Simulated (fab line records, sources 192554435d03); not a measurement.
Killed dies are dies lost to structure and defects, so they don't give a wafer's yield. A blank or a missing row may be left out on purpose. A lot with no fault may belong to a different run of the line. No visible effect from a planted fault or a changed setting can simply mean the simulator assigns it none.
Which tool did it? :: flow n5 finfet :: 10 lots with 30 wafers sampled at 4 steps, on a route of 1938 steps

## WHAT THE GAUGES SHOWED, per wafer
N5_BEOL_M15_THK_MEAS_01.
lot: L616
measured: day 14 04:04
on: film metro-02
M15_ILD_THK (nm): 1626 1628 1622

lot: L618
measured: day 14 06:38
on: film metro-02
M15_ILD_THK (nm): 1604 1632 1621

lot: L620
measured: day 14 13:52
on: film metro-01
M15_ILD_THK (nm): 1616 1631 1638

lot: L622
measured: day 14 20:24
on: film metro-02
M15_ILD_THK (nm): 1620 1590 1654

lot: L623
measured: day 15 02:31
on: film metro-01
M15_ILD_THK (nm): 1611 1620 1642

lot: L624
measured: day 15 11:01
on: film metro-02
M15_ILD_THK (nm): 1659 1633 1646

lot: L626
measured: day 16 05:41
on: film metro-01
M15_ILD_THK (nm): 1616 1618 1660

lot: L628
measured: day 16 15:20
on: film metro-01
M15_ILD_THK (nm): 1630 1627 1648

lot: L637
measured: day 19 04:25
on: film metro-02
M15_ILD_THK (nm): 1643 2362 2427

lot: L638
measured: day 19 18:24
on: film metro-01
M15_ILD_THK (nm): 1639 1649 1636

## TOOL THAT RAN EACH LOT (tool first, then ch and the chambers of the sampled wafers, then the start)
lot: L616
N5_BEOL_M14_TRENCH_ETCH_34: rie diel-01 ch 2,3, day 14 01:43
N5_BEOL_M14_SPUTTER_44: pvd sputter-02, day 14 02:38
N5_BEOL_M15_ILD_DEP_00: pecvd-03 ch 0,1, day 14 03:49

lot: L618
N5_BEOL_M14_TRENCH_ETCH_34: rie diel-01 ch 1,2, day 14 02:34
N5_BEOL_M14_SPUTTER_44: pvd sputter-02, day 14 04:58
N5_BEOL_M15_ILD_DEP_00: pecvd-03 ch 0,2, day 14 06:23

lot: L620
N5_BEOL_M14_TRENCH_ETCH_34: rie diel-01 ch 1,2, day 14 09:15
N5_BEOL_M14_SPUTTER_44: pvd sputter-02, day 14 12:22
N5_BEOL_M15_ILD_DEP_00: pecvd-03 ch 0,1,2, day 14 13:37

lot: L622
N5_BEOL_M14_TRENCH_ETCH_34: rie diel-01 ch 1,3, day 14 18:12
N5_BEOL_M14_SPUTTER_44: pvd sputter-03, day 14 18:59
N5_BEOL_M15_ILD_DEP_00: pecvd-02 ch 0,1,2, day 14 20:09

lot: L623
N5_BEOL_M14_TRENCH_ETCH_34: rie diel-06 ch 0,1,3, day 14 23:35
N5_BEOL_M14_SPUTTER_44: pvd sputter-03, day 15 01:07
N5_BEOL_M15_ILD_DEP_00: pecvd-04 ch 1,2, day 15 02:16

lot: L624
N5_BEOL_M14_TRENCH_ETCH_34: rie diel-04 ch 1,3, day 15 07:19
N5_BEOL_M14_SPUTTER_44: pvd sputter-01, day 15 08:46
N5_BEOL_M15_ILD_DEP_00: pecvd-04 ch 0,1,2, day 15 10:46

lot: L626
N5_BEOL_M14_TRENCH_ETCH_34: rie diel-04 ch 1,3, day 16 01:31
N5_BEOL_M14_SPUTTER_44: pvd sputter-03, day 16 04:05
N5_BEOL_M15_ILD_DEP_00: pecvd-03 ch 0,1, day 16 05:26

lot: L628
N5_BEOL_M14_TRENCH_ETCH_34: rie diel-04 ch 0,2, day 16 12:50
N5_BEOL_M14_SPUTTER_44: pvd sputter-02, day 16 13:54
N5_BEOL_M15_ILD_DEP_00: pecvd-02 ch 0,2, day 16 15:04

lot: L637
N5_BEOL_M14_TRENCH_ETCH_34: rie diel-04 ch 1,2,3, day 19 00:01
N5_BEOL_M14_SPUTTER_44: pvd sputter-03, day 19 01:58
N5_BEOL_M15_ILD_DEP_00: pecvd-02 ch 1,2, day 19 04:03

lot: L638
N5_BEOL_M14_TRENCH_ETCH_34: rie diel-04 ch 0,2,3, day 19 14:38
N5_BEOL_M14_SPUTTER_44: pvd sputter-03, day 19 16:58
N5_BEOL_M15_ILD_DEP_00: pecvd-03 ch 0,1,2, day 19 18:15
- N5_BEOL_M14_TRENCH_ETCH_34: etches SiO2 in C4F8/O2/Ar, target depth 556.65 nm, time 126.9 s.
- N5_BEOL_M14_SPUTTER_44: material Ta, target thk 15 nm, time 24.19 s.
- N5_BEOL_M15_ILD_DEP_00: deposits SiO2 from TEOS/O2, target thk 1629.3 nm, time 346.1 s.

## THE ANSWER, worked out from the rows above alone
Rule: what is usual is taken from the lots themselves. Put in order of their means at a reading, lots are off if they are a third of the lots or fewer, leave a main group of 4 or more, and stand apart from it by a gap of 3 or more times the standard deviation of the main group's means; of several such gaps the widest counts. Not used: any main group whose means are identical at the precision the tables above print for the reading. Also off: a lot with no number at a reading for which 4 or more lots have one. The other lots that the step has rows for count as sound.
Off: L637, seen at N5_BEOL_M15_THK_MEAS_01 (M15_ILD_THK). For the main group the mean is 1630 nm and the standard deviation 8.6.
A tool fits if, at a process step before that reading, it ran every lot that is off, and no sound lot after the first of them. Gauges at N5_BEOL_M15_THK_MEAS_01: tried the same way as those tools. This does not decide it: 2 tools fit, namely pecvd-02 at N5_BEOL_M15_ILD_DEP_00 and film metro-02 at N5_BEOL_M15_THK_MEAS_01.

## WHAT THE SIMULATOR PUT IN
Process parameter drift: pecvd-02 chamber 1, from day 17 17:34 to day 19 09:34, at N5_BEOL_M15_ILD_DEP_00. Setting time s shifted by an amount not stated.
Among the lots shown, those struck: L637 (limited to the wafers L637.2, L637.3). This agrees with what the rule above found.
